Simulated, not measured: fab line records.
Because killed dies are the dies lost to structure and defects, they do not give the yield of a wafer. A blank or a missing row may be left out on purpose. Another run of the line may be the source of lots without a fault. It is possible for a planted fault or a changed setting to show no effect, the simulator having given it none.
Matching of chambers / flow n5Finfet / 4 sister chambers for N5_MOL_CONTACT_COAG_STRIP_98 on rieDiel-01
The step strips in N2/H2. 14 wafers are shown with their chamber, then 7 later ones without.

== WAFERS, EACH WITH ITS CHAMBER ==
wafer=L075.4; chamber=2; showerheadPlenumPTorr (Torr)=3.56; throttleValvePct (%)=18.50; oesProductAu (a.u.)=0.92
wafer=L075.5; chamber=0; showerheadPlenumPTorr (Torr)=3.55; throttleValvePct (%)=18.63; oesProductAu (a.u.)=0.90
wafer=L075.6; chamber=3; showerheadPlenumPTorr (Torr)=3.30; throttleValvePct (%)=18.49; oesProductAu (a.u.)=0.95
wafer=L087.2; chamber=1; showerheadPlenumPTorr (Torr)=3.45; throttleValvePct (%)=19.13; oesProductAu (a.u.)=0.69
wafer=L087.4; chamber=0; showerheadPlenumPTorr (Torr)=3.54; throttleValvePct (%)=18.67; oesProductAu (a.u.)=0.88
wafer=L087.5; chamber=0; showerheadPlenumPTorr (Torr)=3.54; throttleValvePct (%)=18.69; oesProductAu (a.u.)=0.88
wafer=L088.2; chamber=1; showerheadPlenumPTorr (Torr)=3.45; throttleValvePct (%)=19.12; oesProductAu (a.u.)=0.68
wafer=L088.3; chamber=0; showerheadPlenumPTorr (Torr)=3.54; throttleValvePct (%)=18.68; oesProductAu (a.u.)=0.87
wafer=L088.5; chamber=1; showerheadPlenumPTorr (Torr)=3.45; throttleValvePct (%)=19.14; oesProductAu (a.u.)=0.68
wafer=L091.1; chamber=1; showerheadPlenumPTorr (Torr)=3.45; throttleValvePct (%)=19.15; oesProductAu (a.u.)=0.69
wafer=L091.3; chamber=2; showerheadPlenumPTorr (Torr)=3.54; throttleValvePct (%)=18.55; oesProductAu (a.u.)=0.85
wafer=L091.6; chamber=2; showerheadPlenumPTorr (Torr)=3.54; throttleValvePct (%)=18.54; oesProductAu (a.u.)=0.85
wafer=L092.2; chamber=3; showerheadPlenumPTorr (Torr)=3.28; throttleValvePct (%)=18.59; oesProductAu (a.u.)=0.88
wafer=L092.5; chamber=1; showerheadPlenumPTorr (Torr)=3.45; throttleValvePct (%)=19.19; oesProductAu (a.u.)=0.68

SIGNATURES (means of the wafers above)
reading=showerheadPlenumPTorr; chamber 0=3.5425; chamber 1=3.4500; chamber 2=3.5467; chamber 3=3.2900; scatter within a chamber=0.00736
reading=throttleValvePct; chamber 0=18.6675; chamber 1=19.1460; chamber 2=18.5300; chamber 3=18.5400; scatter within a chamber=0.0338
reading=oesProductAu; chamber 0=0.8825; chamber 1=0.6840; chamber 2=0.8733; chamber 3=0.9150; scatter within a chamber=0.0251
Rule: distance of a wafer from a chamber = root of the sum over the readings of ((wafer's reading minus chamber's mean) / reading's scatter) squared. If the next closest chamber is less than 2 further off than the closest, the wafer can't be placed; otherwise it belongs to the closest. The scatter is the square root of a quotient: the sum, over the shown wafers, of each reading's squared deviation from its chamber's mean, divided by wafers minus chambers.

== WAFERS WITH NO CHAMBER GIVEN ==
wafer=L092.6; showerheadPlenumPTorr (Torr)=3.54; throttleValvePct (%)=18.66; oesProductAu (a.u.)=0.86
wafer=L094.1; showerheadPlenumPTorr (Torr)=3.45; throttleValvePct (%)=19.17; oesProductAu (a.u.)=0.67
wafer=L094.2; showerheadPlenumPTorr (Torr)=3.54; throttleValvePct (%)=18.58; oesProductAu (a.u.)=0.86
wafer=L094.3; showerheadPlenumPTorr (Torr)=3.28; throttleValvePct (%)=18.54; oesProductAu (a.u.)=0.88
wafer=L095.2; showerheadPlenumPTorr (Torr)=3.45; throttleValvePct (%)=19.20; oesProductAu (a.u.)=0.68
wafer=L095.3; showerheadPlenumPTorr (Torr)=3.54; throttleValvePct (%)=18.57; oesProductAu (a.u.)=0.86
wafer=L095.6; showerheadPlenumPTorr (Torr)=3.28; throttleValvePct (%)=18.59; oesProductAu (a.u.)=0.87

== WHICH CHAMBER EACH WENT THROUGH ==
wafer=L092.6; from the rows above=0; in truth=0
wafer=L094.1; from the rows above=1; in truth=1
wafer=L094.2; from the rows above=can't be placed: 2 or 0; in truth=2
wafer=L094.3; from the rows above=3; in truth=3
wafer=L095.2; from the rows above=1; in truth=1
wafer=L095.3; from the rows above=can't be placed: 2 or 0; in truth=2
wafer=L095.6; from the rows above=3; in truth=3
Placed correctly: 5 of 7. Unplaceable from these rows: 2, with the true chamber sitting among the candidates in 2. Number placed wrongly: 0.
